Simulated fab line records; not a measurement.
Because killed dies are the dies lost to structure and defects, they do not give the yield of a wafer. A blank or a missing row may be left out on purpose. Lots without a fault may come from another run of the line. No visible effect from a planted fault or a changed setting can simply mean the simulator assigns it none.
Matching of chambers + flow nand harc + rie diel-12 running NHARC_A_ZERO_WELL_DESCUM_12: 4 sister chambers
The step chemistry O2, time 3 s. 8 wafers are shown with their chamber, then 10 later ones without.

EACH WAFER AND ITS CHAMBER
| wafer  | chamber | oes product au (a.u.) | throttle valve pct (%) |
|--------|---------|-----------------------|------------------------|
| L534.1 | 3       | 0.985                 | 11.309                 |
| L541.6 | 1       | 1.025                 | 11.318                 |
| L542.2 | 3       | 0.995                 | 11.319                 |
| L547.2 | 0       | 0.994                 | 11.317                 |
| L547.5 | 2       | 0.990                 | 11.309                 |
| L547.6 | 1       | 1.003                 | 11.308                 |
| L549.3 | 0       | 0.993                 | 11.319                 |
| L549.4 | 2       | 0.981                 | 11.310                 |

WAFERS WHOSE CHAMBER IS MISSING
| wafer  | oes product au (a.u.) | throttle valve pct (%) |
|--------|-----------------------|------------------------|
| L549.5 | 1.007                 | 11.299                 |
| L550.1 | 1.010                 | 11.328                 |
| L550.5 | 1.014                 | 11.307                 |
| L550.6 | 1.000                 | 11.307                 |
| L551.1 | 1.000                 | 11.315                 |
| L551.2 | 0.996                 | 11.311                 |
| L551.3 | 0.989                 | 11.312                 |
| L552.3 | 1.020                 | 11.313                 |
| L552.4 | 1.008                 | 11.309                 |
| L552.6 | 1.016                 | 11.302                 |

EACH ONE'S CHAMBER
| wafer  | from the rows above               | in truth |
|--------|-----------------------------------|----------|
| L549.5 | can't be placed: 1 or 2 or 3 or 0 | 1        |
| L550.1 | can't be placed: 0 or 1 or 3 or 2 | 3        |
| L550.5 | can't be placed: 1 or 3 or 0 or 2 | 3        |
| L550.6 | can't be placed: 2 or 3 or 1 or 0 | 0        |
| L551.1 | can't be placed: 0 or 3 or 1 or 2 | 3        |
| L551.2 | can't be placed: 3 or 2 or 0 or 1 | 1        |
| L551.3 | can't be placed: 3 or 2 or 0      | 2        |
| L552.3 | 1                                 | 1        |
| L552.4 | can't be placed: 1 or 3 or 0 or 2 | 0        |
| L552.6 | can't be placed: 1 or 2 or 3 or 0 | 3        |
Correctly placed: 1 of 10. These rows do not allow placing 9 (true chamber among the candidates in 9). Number placed wrongly: 0.
How it was worked out, from the rows above alone: a wafer's distance from a chamber is the root of the sum, over the readings, of the square of ((its reading less the chamber's mean) divided by the reading's scatter). The wafer belongs to the nearest chamber; if the next one is less than 2 further off, it can't be placed. Each chamber's mean is taken over the wafers shown for it. How the scatter is found: for the shown wafers, subtract from each reading the mean of its chamber, square and add these, divide the total by (wafers less chambers), then take the root.
